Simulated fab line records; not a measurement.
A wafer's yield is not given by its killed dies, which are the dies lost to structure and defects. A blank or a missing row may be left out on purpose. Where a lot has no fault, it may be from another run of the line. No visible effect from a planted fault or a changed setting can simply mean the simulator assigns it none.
2 desks, one fault || flow nandHarc || each desk holds nothing but its own numbers, with what lay behind them at the end

## FROM THE METROLOGY DESK
What the gauges read, lot by lot, whatever tool the lot ran on: means of the sampled wafers that have a number. If a lot's mean is further than 4 standard deviations from the usual mean, the lot is out of limits and carries the mark OUT (the distance appears in the brackets).
Columns: A = cdNm at NHARC_A_M0_CD_MEAS_09, usual 80.1 nm
{"lot": "L846", "first seen here": "day 23 03:39", "A": 79.4}
{"lot": "L848", "first seen here": "day 23 22:46", "A": 79.9}
{"lot": "L851", "first seen here": "day 25 09:56", "A": 79.8}
{"lot": "L852", "first seen here": "day 25 13:40", "A": 80.8}
{"lot": "L853", "first seen here": "day 26 22:30", "A": 79.6}
{"lot": "L857", "first seen here": "day 27 18:28", "A": "93.3 (+22) OUT"}
{"lot": "L858", "first seen here": "day 28 06:20", "A": 79.9}
{"lot": "L860", "first seen here": "day 28 18:44", "A": "94.4 (+23) OUT"}
{"lot": "L866", "first seen here": "day 31 00:13", "A": 80.8}
{"lot": "L865", "first seen here": "day 31 06:45", "A": 79.5}
{"lot": "L867", "first seen here": "day 32 02:20", "A": 79.6}
{"lot": "L868", "first seen here": "day 32 20:43", "A": 81.3}
This desk's finding: out of limits on L857, L860; first on L857, day 27 18:28 (cdNm at NHARC_A_M0_CD_MEAS_09). L846, L848, L851, L852, L853, L858, L866, L865, L867, L868 stayed within limits.

## DESK OF THE TOOL OWNER: lithoTrack-04
The tool's own readings at NHARC_A_M0_PEB_07 (peb time 65 s): means of the sampled wafers that have a number, for each lot that ran on this tool. If a lot's mean is further than 4 standard deviations from the usual mean, the lot is out of limits and carries the mark OUT (the distance appears in the brackets).
Columns: A = exhaustPa at NHARC_A_M0_PEB_07, usual 45.2 Pa
{"lot": "L846", "first seen here": "day 23 03:34", "A": 44.6}
{"lot": "L848", "first seen here": "day 23 22:41", "A": 45.6}
{"lot": "L857", "first seen here": "day 27 18:23", "A": 45.4}
{"lot": "L860", "first seen here": "day 28 18:40", "A": 45.7}
{"lot": "L865", "first seen here": "day 31 06:40", "A": 44.6}
{"lot": "L867", "first seen here": "day 32 02:16", "A": 45.9}
This desk found nothing out of limits on any of the 6 lots.

## TAKEN TOGETHER
L857, L860 would have let the metrology desk raise an alarm at day 27 18:28.
The desk of the tool owner found nothing out of limits.
On record at the tool owner's desk: L857, L860, within its limits.
NHARC_A_M0_PEB_07 was run on lithoTrack-04 by each of the lots named.

## WHAT THE SIMULATOR HAD PUT IN
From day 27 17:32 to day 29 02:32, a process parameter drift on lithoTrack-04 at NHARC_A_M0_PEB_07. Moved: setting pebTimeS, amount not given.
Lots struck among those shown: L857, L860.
Hours from the fault's start to each desk's first reading out of limits: the metrology desk, 1.
